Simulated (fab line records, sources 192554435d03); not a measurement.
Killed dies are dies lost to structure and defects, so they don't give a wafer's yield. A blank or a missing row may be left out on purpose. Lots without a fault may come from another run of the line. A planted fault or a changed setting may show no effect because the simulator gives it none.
Chamber matching | flow n5_finfet | N5_BEOL_M8_CURE_75 on uv_cure-01: 3 sister chambers
The step cures SiCOH lowk, time 120 s. 20 wafers are shown with their chamber, then 10 later ones without.

WAFERS WITH THEIR CHAMBER
wafer  | chamber | wafer_temp_C_max | lamp_power_pct (%)
L074.3 | 1       | 371.9            | 52.40
L074.4 | 1       | 371.5            | 52.31
L074.6 | 1       | 371.7            | 52.36
L075.1 | 1       | 371.7            | 52.30
L075.3 | 1       | 372.2            | 52.32
L075.5 | 1       | 372.0            | 52.23
L080.4 | 1       | 371.8            | 52.32
L080.5 | 1       | 371.8            | 52.33
L080.6 | 1       | 371.7            | 52.23
L082.2 | 0       | 371.6            | 52.28
L082.4 | 0       | 371.1            | 52.36
L082.5 | 0       | 371.5            | 52.31
L089.1 | 2       | 372.5            | 52.29
L089.5 | 2       | 372.5            | 52.24
L089.6 | 2       | 373.1            | 52.38
L088.1 | 0       | 371.8            | 52.40
L088.4 | 0       | 371.7            | 52.25
L088.5 | 0       | 371.2            | 52.33
L088.2 | 0       | 372.6            | 52.25
L088.3 | 0       | 371.6            | 52.30

SIGNATURES (means of the wafers above)
reading          | chamber 0 | chamber 1 | chamber 2 | scatter within a chamber
wafer_temp_C_max | 371.637   | 371.811   | 372.700   | 0.345
lamp_power_pct   | 52.3100   | 52.3111   | 52.3033   | 0.056
Rule: a wafer's distance from a chamber is the root of the sum, over the readings, of the square of ((its reading less the chamber's mean) divided by the reading's scatter). The wafer belongs to the nearest chamber; if the next one is less than 2 further off, it can't be placed. The scatter: the root of (the sum of the squares of (reading less its chamber's mean) over the shown wafers, divided by (wafers less chambers)).

WAFERS WITHOUT THEIR CHAMBER
wafer  | wafer_temp_C_max | lamp_power_pct (%)
L088.6 | 371.3            | 52.41
L092.1 | 373.2            | 52.29
L092.2 | 372.6            | 52.35
L092.3 | 373.9            | 52.34
L096.1 | 372.0            | 52.28
L096.2 | 372.5            | 52.31
L096.4 | 372.4            | 52.30
L096.3 | 372.8            | 52.26
L096.5 | 372.2            | 52.29
L096.6 | 372.2            | 52.24

WHICH CHAMBER EACH WENT THROUGH
wafer  | from the rows above          | in truth
L088.6 | can't be placed: 0 or 1      | 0
L092.1 | 2                            | 2
L092.2 | can't be placed: 2 or 1 or 0 | 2
L092.3 | 2                            | 2
L096.1 | can't be placed: 1 or 0 or 2 | 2
L096.2 | can't be placed: 2 or 1 or 0 | 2
L096.4 | can't be placed: 2 or 1 or 0 | 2
L096.3 | 2                            | 2
L096.5 | can't be placed: 1 or 2 or 0 | 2
L096.6 | can't be placed: 1 or 2 or 0 | 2
Placed correctly: 3 of 10. Can't be placed from these rows: 7 (the true chamber is among the candidates in 7). Placed wrongly: 0.
